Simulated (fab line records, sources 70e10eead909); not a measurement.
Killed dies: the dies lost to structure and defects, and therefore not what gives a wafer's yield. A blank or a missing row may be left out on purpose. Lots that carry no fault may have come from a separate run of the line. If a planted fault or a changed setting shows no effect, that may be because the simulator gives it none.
fab line records	flow nand_harc
[record] lots = 6	wafers = 18	last_day = 34
route steps=1302 shown P_M1@313 P_M2@318 END@1302
lots untouched by any fault: they come from a run of this same line in which no faults occurred
start_h: hours from the record's first day to the start of the lot's first wafer shown	wait_h: hours since the lot's step before	" as in the row above	L1.1+2: several wafers, shown together as one row	- value missing, or start not given	* or withheld: withheld	< > ~ a bound
route shown NAME@n: a module of which the file shows steps, and the number in the route of the first	usual: mean and standard deviation over wafers with no fault	same: alike in all rows	chamber/n: place in a boat	sites: per-site readings	_std_site: how widely they spread, as a standard deviation	_edge_site: mean of outer sites minus mean of inner sites	radius_mm: for every site, how far away it sits from the centre of the wafer	mask NAME#n: copy n	behind: tool/chamber where the wafer was last shaped	hold: reason for holding the lot/hours on hold/outcome of the hold	device: names the non-switching transistor (n, p or np)	end of line: tests of these same wafers at the route's end	where a step has no rows: the recipe by itself	killed: dies that structure and defects cost at the first sort, which is not the same as the wafer's yield	map: per-die view of a wafer (x killed, . not killed, _ where there is no die)
set.NAME: the setting as run; set.NAME@STEP: as run at that earlier step	model.NAME: the simulator's own value behind a step, which no gauge read
certain route steps with their lots: each step a table, each wafer a row
services: a tool's chamber out of use, with start hour (start_h, from the record's first day; less than 0 if before it), hours out, and reason
[[steps]]
[step NHARC_P_M1_SRD_25]
[step NHARC_P_M1_INSPECT_27]
[usual] raw_defect_count = 352/180
lot.wafer	tool	chamber	start_h	wait_h	raw_defect_count
L827.3	defect_inspect-01	-	137.22	0.0	1433
L827.4	"	-	"	"	917
L827.5	"	-	"	"	781
L829.2	defect_inspect-02	-	164.07	0.0	212
L829.4	"	-	"	"	239
L829.5	"	-	"	"	158
L836.1	defect_inspect-01	-	237.99	0.0	327
L836.4	"	-	"	"	327
L836.6	"	-	"	"	267
L843.3	defect_inspect-02	-	298.17	0.0	515
L843.4	"	-	"	"	237
L843.6	"	-	"	"	316
L848.1	defect_inspect-01	-	353.54	0.0	153
L848.3	"	-	"	"	203
L848.5	"	-	"	"	319
L849.2	defect_inspect-02	-	362.36	0.0	351
L849.4	"	-	"	"	256
L849.6	"	-	"	"	365
[step NHARC_P_M1_PRE_CLEAN_32]
[recipe] time_s = 12	temp_c = 370	rf_power_w = 300	gas = NH3
[usual] heater_power_w = 664/88
lot.wafer	tool	chamber	start_h	wait_h	heater_power_w
L827.3	pecvd-03	0	137.33	0.1	670
L827.4	"	1	"	"	634
L827.5	"	0	"	"	654
L829.2	pecvd-02	2	164.15	0.1	734
L829.5	"	2	"	"	742
L829.4	"	0	"	"	552
L836.1	pecvd-04	0	238.09	0.1	736
L836.6	"	2	"	"	662
L836.4	"	1	"	"	563
L843.3	pecvd-02	0	298.35	0.2	556
L843.6	"	0	"	"	570
L843.4	"	1	"	"	702
L848.1	pecvd-04	1	353.61	0.1	539
L848.3	"	2	"	"	672
L848.5	"	0	"	"	769
L849.2	pecvd-03	2	362.43	0.1	671
L849.6	"	2	"	"	678
L849.4	"	1	"	"	684
[step NHARC_P_M1_DEP_33]
[recipe] target_thk_a = 300	temp_c = 370	target_thk_nm = 30	pressure_torr = 3	flow_sccm = 200	rf_w = 450	material = SiCN
[usual] heater_power_w = 610/99
lot.wafer	tool	chamber	start_h	wait_h	heater_power_w
L827.3	pecvd-03	0	137.47	0.1	664
L827.4	"	1	"	"	650
L827.5	"	0	"	"	633
L829.2	pecvd-02	2	164.25	0.1	792
L829.5	"	2	"	"	787
L829.4	"	0	"	"	475
L836.1	pecvd-04	0	238.19	0.1	723
L836.6	"	2	"	"	611
L836.4	"	1	"	"	430
L843.3	pecvd-02	0	298.45	0.1	492
L843.6	"	0	"	"	501
L843.4	"	1	"	"	682
L848.1	pecvd-04	1	353.69	0.1	445
L848.3	"	2	"	"	594
L848.5	"	0	"	"	673
L849.2	pecvd-03	2	362.51	0.1	629
L849.6	"	2	"	"	618
L849.4	"	1	"	"	675
[step NHARC_P_M2_DEP_00]
[recipe] target_thk_a = 1825	target_thk_nm = 182.5	temp_c = withheld	pressure_torr = 5	flow_sccm = 200	rf_w = 600	material = SiOC
[step NHARC_P_M2_DEHYDRATE_01]
[recipe] temp_c = 150	time_s = 120
[step NHARC_P_M2_HMDS_02]
[recipe] time_s = 30
[step NHARC_P_M2_COAT_34]
[recipe] temp_c = 200	time_s = 65
[step NHARC_P_M2_COAT_03]
[recipe] spin_rpm = 1500	resist_thk_nm = 90
[step NHARC_P_M2_SOFTBAKE_04]
[recipe] temp_c = 105	time_s = 55
[step NHARC_P_M2_EBR_05]
[step NHARC_P_M2_EXPOSE_06]
[recipe] na = 1.35	target_cd_nm = 170	dose_mj = 80.78	mask_id = P_M2
[usual] exposure_dose_mJ_cm2 = 80.72/0.086	reticle_temp_C = 23.00/0.11
lot.wafer	tool	chamber	start_h	wait_h	mask	exposure_dose_mJ_cm2	reticle_temp_C
L827.3	arfi_scanner-01	0	138.48	-	P_M2#0	80.85	22.89
L827.4	"	0	"	"	P_M2#0	80.70	23.04
L827.5	"	0	"	"	P_M2#0	80.83	23.10
L829.2	arfi_scanner-02	0	165.32	-	P_M2#0	80.72	23.09
L829.4	"	0	"	"	P_M2#0	80.71	23.09
L829.5	"	0	"	"	P_M2#0	80.68	23.16
L836.1	arfi_scanner-03	0	239.15	-	P_M2#0	80.82	22.83
L836.4	"	0	"	"	P_M2#0	80.69	23.07
L836.6	"	0	"	"	P_M2#0	80.76	22.86
L843.3	arfi_scanner-01	0	299.50	-	P_M2#0	78.65	22.95
L843.4	"	0	"	"	P_M2#0	78.68	22.92
L843.6	"	0	"	"	P_M2#0	78.64	23.03
L848.1	arfi_scanner-03	0	354.78	-	P_M2#0	80.67	22.82
L848.3	"	0	"	"	P_M2#0	80.71	22.96
L848.5	"	0	"	"	P_M2#0	80.68	23.00
L849.2	arfi_scanner-01	0	363.62	-	P_M2#0	79.02	23.20
L849.4	"	0	"	"	P_M2#0	79.16	22.91
L849.6	"	0	"	"	P_M2#0	79.15	23.03
[step NHARC_P_M2_PEB_07]
[recipe] peb_temp_c = 100	peb_time_s = 65
[step NHARC_P_M2_DEVELOP_08]
[recipe] develop_time_s = 35	dev_temp_c = 23
[step NHARC_P_M2_CD_MEAS_09]
[recipe] target_cd_nm = 170	landing_energy_ev = 500
[usual] cd_nm = 170.2/0.56
lot.wafer	tool	chamber	start_h	wait_h	cd_nm
L827.3	cd_sem-02	0	138.61	-	169.9
L827.4	"	0	"	"	169.9
L827.5	"	0	"	"	169.2
L829.2	cd_sem-03	0	165.46	-	170.4
L829.4	"	0	"	"	169.2
L829.5	"	0	"	"	170.3
L836.1	cd_sem-01	0	239.29	-	169.6
L836.4	"	0	"	"	170.4
L836.6	"	0	"	"	170.1
L843.3	cd_sem-02	0	299.64	-	169.2
L843.4	"	0	"	"	169.3
L843.6	"	0	"	"	169.2
L848.1	cd_sem-01	0	354.92	-	170.1
L848.3	"	0	"	"	170.4
L848.5	"	0	"	"	170.9
L849.2	cd_sem-01	0	363.76	-	168.7
L849.4	"	0	"	"	169.3
L849.6	"	0	"	"	167.8
[step NHARC_P_M2_OVL_MEAS_10]
[recipe] pitch_nm = 340
[usual] overlay_x_nm = -0.2/1.1	overlay_y_nm = 0.0/0.93
lot.wafer	tool	chamber	start_h	wait_h	overlay_x_nm	overlay_y_nm
L827.3	overlay-02	-	138.70	-	-1.4	-1.4
L827.4	"	-	"	"	-1.2	-0.7
L827.5	"	-	"	"	-1.0	-1.0
L829.2	overlay-02	-	165.55	-	0.0	1.3
L829.4	"	-	"	"	-0.4	1.6
L829.5	"	-	"	"	0.0	1.2
L836.1	overlay-02	-	239.37	-	-1.3	0.1
L836.4	"	-	"	"	-0.7	0.1
L836.6	"	-	"	"	-0.3	0.1
L843.3	overlay-01	-	299.72	-	0.4	0.4
L843.4	"	-	"	"	0.3	-0.2
L843.6	"	-	"	"	0.1	-0.1
L848.1	overlay-01	-	355.01	-	0.2	1.4
L848.3	"	-	"	"	0.2	1.2
L848.5	"	-	"	"	-0.1	1.6
L849.2	overlay-01	-	363.84	-	-0.3	-1.4
L849.4	"	-	"	"	-0.3	-0.6
L849.6	"	-	"	"	-0.7	-1.3
[step NHARC_P_M2_INSPECT_11]
[usual] raw_defect_count = 5.1/2.8
lot.wafer	tool	chamber	start_h	wait_h	raw_defect_count
L827.3	defect_inspect-01	-	138.74	0.0	4
L827.4	"	-	"	"	6
L827.5	"	-	"	"	6
L829.2	defect_inspect-02	-	165.58	0.0	7
L829.4	"	-	"	"	10
L829.5	"	-	"	"	3
L836.1	defect_inspect-01	-	239.41	0.0	3
L836.4	"	-	"	"	2
L836.6	"	-	"	"	2
L843.3	defect_inspect-01	-	299.76	0.0	4
L843.4	"	-	"	"	4
L843.6	"	-	"	"	1
L848.1	defect_inspect-01	-	355.04	0.0	7
L848.3	"	-	"	"	5
L848.5	"	-	"	"	4
L849.2	defect_inspect-01	-	363.88	0.0	8
L849.4	"	-	"	"	10
L849.6	"	-	"	"	5
[step NHARC_P_M2_DESCUM_14]
[recipe] time_s = 3	o2_flow_sccm = 200	ar_flow_sccm = 0	bias_power_w = 0	chemistry = O2
[usual] chamber_pressure_mTorr = 59.99/0.064	drypump_motor_current_A = 5.4/0.47	oes_product_au = 0.996/0.015	rf_vpp_V = 57.9/0.88	showerhead_plenum_p_Torr = 1.94/0.073	throttle_valve_pct = 11.313/0.0085
lot.wafer	tool	chamber	start_h	wait_h	chamber_pressure_mTorr	drypump_motor_current_A	oes_product_au	rf_hours_counter_h	rf_vpp_V	showerhead_plenum_p_Torr	throttle_valve_pct	model.P_M2.cd_nm
L827.4	rie_diel-04	0	138.80	0.1	59.85	6.2	1.016	7	59.6	1.96	11.316	169.8
L827.3	"	1	"	"	59.96	5.7	1.019	9	57.1	1.87	11.315	170.5
L827.5	"	3	"	"	59.99	5.0	0.982	-	57.8	1.89	11.315	168
L829.4	rie_diel-04	3	165.65	0.1	59.95	5.0	0.972	9	57.8	1.89	11.304	168
L829.2	"	1	"	"	59.93	5.7	1.024	10	59.2	1.87	11.300	170.9
L829.5	"	3	"	"	59.90	5.0	0.981	-	58.2	1.89	11.320	168.8
L836.4	rie_diel-13	1	239.47	0.1	60.00	4.9	0.996	3	57.4	1.98	11.317	169.5
L836.1	"	0	"	"	60.00	5.1	0.992	2	57.1	1.79	11.315	170.4
L836.6	"	2	"	"	60.02	5.1	1.007	-	57.5	2.04	11.315	169.7
L843.3	rie_diel-04	2	299.84	0.1	59.91	5.8	0.994	9	58.5	1.99	11.321	168.4
L843.4	"	3	"	"	59.98	5.0	0.973	8	58.1	1.89	11.295	169.2
L843.6	"	0	"	"	60.02	6.2	0.984	-	57.8	1.96	11.315	169.1
L848.1	rie_diel-02	2	355.11	0.1	60.00	6.5	0.979	5	57.4	1.89	11.304	170.2
L848.3	"	3	"	"	60.02	5.9	1.009	6	57.6	2.01	11.315	170.4
L848.5	"	3	"	"	60.09	6.0	1.005	-	58.6	2.01	11.318	171.9
L849.2	rie_diel-13	3	363.94	0.1	59.92	5.8	0.996	1	59.7	1.94	11.300	168.2
L849.4	"	1	"	"	60.05	4.9	0.975	0	57.2	1.98	11.311	167.3
L849.6	"	0	"	"	60.06	5.1	0.976	-	58.3	1.79	11.310	168.1
[step NHARC_P_M2_ETCH_35]
[recipe] target_depth_a = 400	overetch_a = 120	time_s = 43.94	ion_energy_ev = 200	n2_flow_sccm = 150	h2_flow_sccm = 150	ar_flow_sccm = 0	rf_w = 400	bias_w = 150	chemistry = N2/H2
[usual] chamber_pressure_mTorr = 30.00/0.032	drypump_motor_current_A = 5.5/0.47	oes_product_au = 0.996/0.015	rf_vpp_V = 431.2/2.5	showerhead_plenum_p_Torr = 2.07/0.081	throttle_valve_pct = 14.171/0.0089
lot.wafer	tool	chamber	start_h	wait_h	chamber_pressure_mTorr	drypump_motor_current_A	oes_product_au	rf_hours_counter_h	rf_vpp_V	showerhead_plenum_p_Torr	throttle_valve_pct
L827.3	rie_diel-04	0	138.89	0.1	30.02	6.2	1.013	7	432.3	2.09	14.172
L827.4	"	1	"	"	30.05	5.7	1.012	9	429.1	1.99	14.179
L827.5	"	3	"	"	29.95	5.0	0.971	-	430.8	2.02	14.179
L829.2	rie_diel-04	0	165.74	0.1	29.96	6.2	1.022	9	432.4	2.09	14.181
L829.4	"	1	"	"	30.04	5.7	1.004	10	428.4	1.99	14.170
L829.5	"	3	"	"	29.96	5.0	0.987	-	430.5	2.02	14.165
L836.1	rie_diel-13	3	239.56	0.1	30.02	5.8	0.997	2	431.1	2.07	14.183
L836.4	"	0	"	"	30.06	5.0	0.991	2	425.1	1.90	14.163
L836.6	"	0	"	"	29.99	5.0	0.990	-	425.7	1.91	14.168
L843.3	rie_diel-04	1	299.92	0.1	30.00	5.7	1.034	9	428.8	1.99	14.166
L843.4	"	2	"	"	29.94	5.8	1.012	9	431.7	2.12	14.200
L843.6	"	0	"	"	29.98	6.2	0.994	-	432.3	2.09	14.176
L848.1	rie_diel-02	0	355.21	0.1	30.03	5.3	1.009	7	433.9	2.14	14.172
L848.3	"	3	"	"	30.00	5.9	1.008	6	432.9	2.15	14.160
L848.5	"	2	"	"	30.01	6.6	0.970	-	428.9	2.02	14.154
L849.2	rie_diel-13	3	364.03	0.1	30.05	5.8	0.997	1	431.0	2.07	14.168
L849.4	"	0	"	"	30.04	5.1	0.975	1	425.5	1.90	14.164
L849.6	"	3	"	"	29.99	5.8	1.000	-	431.6	2.07	14.186
[step NHARC_P_M2_ETCH_15]
[recipe] target_depth_a = 1825	time_s = 91.2	c4f8_flow_sccm = withheld	ar_flow_sccm = 400	rf_w = 600	bias_w = 300	chemistry = C4F8/Ar
[usual] chamber_pressure_mTorr = 24.999/0.024	oes_product_au = 0.937/0.025	rf_vpp_V = 441.5/2.5
lot.wafer	tool	chamber	start_h	wait_h	chamber_pressure_mTorr	oes_product_au	rf_hours_counter_h	rf_vpp_V	model.P_M2.cd_nm
L827.3	rie_diel-04	2	-	-	25.007	0.924	8	442.1	170.9
L827.4	"	0	"	"	25.003	0.936	7	441.8	169.6
L827.5	"	2	"	"	24.984	0.933	-	441.0	167.5
L829.4	rie_diel-04	0	-	-	24.981	0.938	9	441.8	167.8
L829.2	"	2	"	"	24.966	0.921	10	444.2	170.4
L829.5	"	0	"	"	25.015	0.938	-	442.2	168.2
L836.1	rie_diel-13	3	-	-	25.004	0.979	2	441.6	171.6
L836.4	"	2	"	"	24.985	0.963	3	445.5	169.9
L836.6	"	3	"	"	25.002	0.981	-	442.3	170.4
L843.4	rie_diel-04	1	-	-	25.022	0.944	9	440.4	169.2
L843.3	"	2	"	"	25.029	0.932	9	442.7	168.6
L843.6	"	3	"	"	24.988	0.914	-	439.2	168.7
L848.3	rie_diel-02	3	-	-	24.989	0.920	6	444.2	170.3
L848.1	"	0	"	"	24.986	0.918	8	442.3	170.1
L848.5	"	2	"	"	24.981	0.902	-	441.5	171.6
L849.4	rie_diel-13	0	-	-	25.024	0.923	1	436.6	167.3
L849.2	"	1	"	"	24.967	0.960	1	443.3	168.4
L849.6	"	0	"	"	24.987	0.934	-	436.9	168.6
[step NHARC_P_M2_CD_MEAS_16]
[usual] cd_nm = 170.1/1.1
lot.wafer	tool	chamber	start_h	wait_h	cd_nm
L827.3	cd_sem-02	-	139.11	-	171.1
L827.4	"	-	"	"	169.6
L827.5	"	-	"	"	167.6
L829.2	cd_sem-01	-	165.95	-	170.5
L829.4	"	-	"	"	167.8
L829.5	"	-	"	"	168.4
L836.1	cd_sem-02	-	239.78	-	171.7
L836.4	"	-	"	"	170.0
L836.6	"	-	"	"	170.4
L843.3	cd_sem-02	-	300.13	-	169.0
L843.4	"	-	"	"	169.0
L843.6	"	-	"	"	168.4
L848.1	cd_sem-02	-	355.46	-	170.0
L848.3	"	-	"	"	170.5
L848.5	"	-	"	"	171.5
L849.2	cd_sem-03	-	364.25	-	168.4
L849.4	"	-	"	"	167.3
L849.6	"	-	"	"	168.7
[step NHARC_END_SORT_01]
[recipe] temp_c = 25
[usual] defect_limited_yield = 91/3.1	killed_at_array = 57/21	killed_at_other = 0.9/1.2	killed_at_periphery = 4.2/2.9	killed_dies = 62/21	killed_open = 3.2/1.8	killed_short = 2.4/1.5
[same] gross_dies = 677
lot.wafer	tool	chamber	start_h	wait_h	defect_limited_yield[%]	killed_at_array	killed_at_other	killed_at_periphery	killed_dies	killed_open	killed_short
L827.3	prober-02	0	581.68	3.1	93	45	0	2	47	2	3
L827.4	prober-02	0	582.48	3.4	90	62	0	5	67	4	3
L827.5	prober-02	0	583.28	3.7	93	41	0	6	47	2	4
L836.1	prober-01	0	674.46	2.5	88	80	0	3	83	3	1
L836.4	prober-01	0	676.85	3.4	88	76	2	1	79	3	1
L836.6	prober-01	0	678.44	4.0	88	78	0	3	81	1	0
L843.3	prober-02	0	713.43	3.1	92	55	0	2	57	2	2
L848.1	prober-02	0	789.43	2.5	96	22	0	5	27	4	1
L848.3	prober-02	0	791.00	3.1	95	28	1	4	33	2	2
L848.5	prober-02	0	792.57	3.7	95	30	1	3	34	7	2
L849.2	prober-01	0	801.79	2.8	91	49	4	11	64	6	0
L849.4	prober-01	0	803.36	3.4	88	69	1	10	80	3	2
L849.6	prober-01	0	804.93	3.9	87	79	1	8	88	1	3
// killed by level:class
L827.3 A_CHANNEL_HOLE_D1:chamber_film_flake=29 A_CHANNEL_HOLE_D2:chamber_film_flake=5 A_DECK1_JOINT:chamber_film_flake=3 A_CONTACT:chamber_film_flake=2 A_ONON_D1:geometric_particle:short=1 A_DECK1_JOINT:geometric_particle:short=1 A_CHANNEL_FILL_D2:geometric_particle:short=1 A_CONTACT:geometric_particle:open=1
L827.4 A_CHANNEL_HOLE_D1:chamber_film_flake=33 A_CHANNEL_HOLE_D2:chamber_film_flake=13 P_ZERO_WELL:chamber_film_flake=4 A_DECK1_JOINT:chamber_film_flake=4 A_STAIRCASE:chamber_film_flake=3 A_M0:chamber_film_flake=2 P_M0:geometric_particle:open=1 A_SOURCE_PLATE:geometric_particle:open=1
L827.5 A_CHANNEL_HOLE_D1:chamber_film_flake=24 P_ZERO_WELL:chamber_film_flake=4 A_CHANNEL_HOLE_D2:chamber_film_flake=4 A_STAIRCASE:chamber_film_flake=3 A_DECK1_JOINT:chamber_film_flake=2 A_M0:chamber_film_flake=2 P_CONTACT:geometric_particle:short=1 A_DECK1_JOINT:geometric_particle:open=1
L836.1 A_CHANNEL_HOLE_D1:chamber_film_flake=31 A_SLIT:chamber_film_flake=31 A_CONTACT:chamber_film_flake=8 A_STAIRCASE:chamber_film_flake=4 A_DECK1_JOINT:chamber_film_flake=2 P_CONTACT:geometric_particle:open=1 P_M0:geometric_particle:short=1 A_CHANNEL_FILL_D1:geometric_particle:open=1
L836.4 A_CHANNEL_HOLE_D1:chamber_film_flake=34 A_SLIT:chamber_film_flake=23 A_CHANNEL_FILL_D2:chamber_film_flake=6 A_CONTACT:chamber_film_flake=4 A_STAIRCASE:chamber_film_flake=4 A_WL_FILL:chamber_film_flake=2 P_CONTACT:geometric_particle:open=1 A_DECK1_JOINT:geometric_particle:open=1
L836.6 A_CHANNEL_HOLE_D1:chamber_film_flake=36 A_SLIT:chamber_film_flake=35 A_CONTACT:chamber_film_flake=3 P_GATE:chamber_film_flake=2 A_DECK1_JOINT:chamber_film_flake=2 A_CHANNEL_FILL_D2:chamber_film_flake=2 P_CONTACT:geometric_particle:open=1
L843.3 A_SLIT:chamber_film_flake=32 A_CHANNEL_HOLE_D1:chamber_film_flake=7 A_CONTACT:chamber_film_flake=7 A_CHANNEL_FILL_D2:chamber_film_flake=2 A_BONDPAD:chamber_film_flake=2 P_CONTACT:geometric_particle:open=1 A_ONON_D1:geometric_particle:short=1 A_SGD_CUT:geometric_particle:short=1
L848.1 A_SLIT:chamber_film_flake=9 A_CONTACT:chamber_film_flake=7 P_M2:chamber_film_flake=2 P_GATE:geometric_particle:open=1 P_CONTACT:geometric_particle:open=1 A_CHANNEL_FILL_D2:geometric_particle:short=1 A_WL_FILL:geometric_particle:open=1 A_M0:geometric_particle:open=1
L848.3 A_SLIT:chamber_film_flake=8 A_CONTACT:chamber_film_flake=8 P_STI:chamber_film_flake=3 A_DECK1_JOINT:chamber_film_flake=3 A_CHANNEL_HOLE_D1:chamber_film_flake=2 A_STAIRCASE:chamber_film_flake=2 P_M0:geometric_particle:open=1 A_DECK1_JOINT:geometric_particle:short=1
L848.5 A_SLIT:chamber_film_flake=7 A_CONTACT:chamber_film_flake=6 A_CHANNEL_HOLE_D1:chamber_film_flake=3 A_CHANNEL_HOLE_D2:geometric_particle:open=2 P_STI:chamber_film_flake=2 A_STAIRCASE:chamber_film_flake=2 A_SOURCE_PLATE:geometric_particle:short=1 A_SOURCE_PLATE:geometric_particle:open=1
L849.2 A_CHANNEL_HOLE_D2:chamber_film_flake=17 A_SLIT:chamber_film_flake=17 A_CHANNEL_HOLE_D1:chamber_film_flake=6 P_GATE:chamber_film_flake=4 A_CONTACT:chamber_film_flake=4 P_M2:chamber_film_flake=3 P_CONTACT:geometric_particle:open=2 HYBRID_BOND:chamber_film_flake=2
L849.4 A_SLIT:chamber_film_flake=20 A_CHANNEL_HOLE_D2:chamber_film_flake=19 A_CHANNEL_HOLE_D1:chamber_film_flake=18 P_GATE:chamber_film_flake=8 A_STAIRCASE:chamber_film_flake=3 A_CONTACT:chamber_film_flake=3 A_ONON_D2:geometric_particle:short=2 P_M0:geometric_particle:open=1
L849.6 A_CHANNEL_HOLE_D2:chamber_film_flake=34 A_SLIT:chamber_film_flake=28 A_CHANNEL_HOLE_D1:chamber_film_flake=8 A_CONTACT:chamber_film_flake=5 P_GATE:chamber_film_flake=3 P_CONTACT:geometric_particle:short=2 P_M2:chamber_film_flake=2 A_STAIRCASE:chamber_film_flake=2
[[services]]
tool	chamber	start_h	hours	kind
rie_diel-04	-	116.06	2.1	repair
rie_diel-13	2	123.06	10.8	repair
rie_diel-04	0	127.22	1.2	repair
rie_diel-13	0	130.95	2.4	repair
rie_diel-13	-	165.00	9.0	pm
rie_diel-04	-	168.21	0.3	repair
rie_diel-13	2	174.04	6.2	repair
rie_diel-04	-	177.90	9.0	pm
pecvd-03	1	178.62	7.4	repair
pecvd-03	-	185.09	13.0	pm
rie_diel-04	-	211.81	0.4	repair
rie_diel-13	0	218.81	4.9	repair
rie_diel-13	2	225.51	2.4	repair
pecvd-02	-	227.00	13.0	pm
rie_diel-04	0	227.00	8.0	repair
rie_diel-13	2	230.21	2.5	repair
rie_diel-04	0	235.93	13.3	repair
pecvd-04	-	269.12	13.0	pm
rie_diel-13	2	297.28	2.0	repair
pecvd-04	-	297.92	3.2	repair
pecvd-03	-	341.62	1.5	repair
rie_diel-13	-	342.00	9.0	pm
pecvd-04	1	348.25	4.9	repair
rie_diel-04	-	354.90	9.0	pm
[[key]]
[first_sign] step = NHARC_P_M2_EXPOSE_06	reading = exposure_dose_mJ_cm2	direction = down	sigmas = 21	usual = 80.72	struck = 78.88
[effect] step = NHARC_P_M2_CD_MEAS_09	reading = cd_nm	direction = down	sigmas = 2.2	usual = 170.2	struck = 168.9	through = control_loop
[effect] step = NHARC_P_M2_CD_MEAS_16	reading = cd_nm	direction = down	sigmas = 1.6	usual = 170.1	struck = 168.5	through = control_loop
[model_effect] step = NHARC_P_M2_DESCUM_14	value = P_M2.cd_nm	without = 169.8	struck = 168.4
[model_effect] step = NHARC_P_M2_ETCH_15	value = P_M2.cd_nm	without = 169.9	struck = 168.5
met_at NHARC_P_M2_EXPOSE_06
struck_wafers L843.3,L843.4,L843.6,L849.2,L849.4,L849.6
[loop_trim] step = NHARC_P_M2_EXPOSE_06	setting = dose	lots = L849
onset_between 138.48 299.50
[fault] kind = process_parameter_drift	tool = arfi_scanner-01	chamber = -	onset_h = 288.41	steps = NHARC_P_M2_EXPOSE_06	channel = dose_mj	offset = -2.1256	shape = step	acts_in = these_recipes_only	stated = 80.78
// loop_trim: a control loop set the setting to another value than it would have without faults
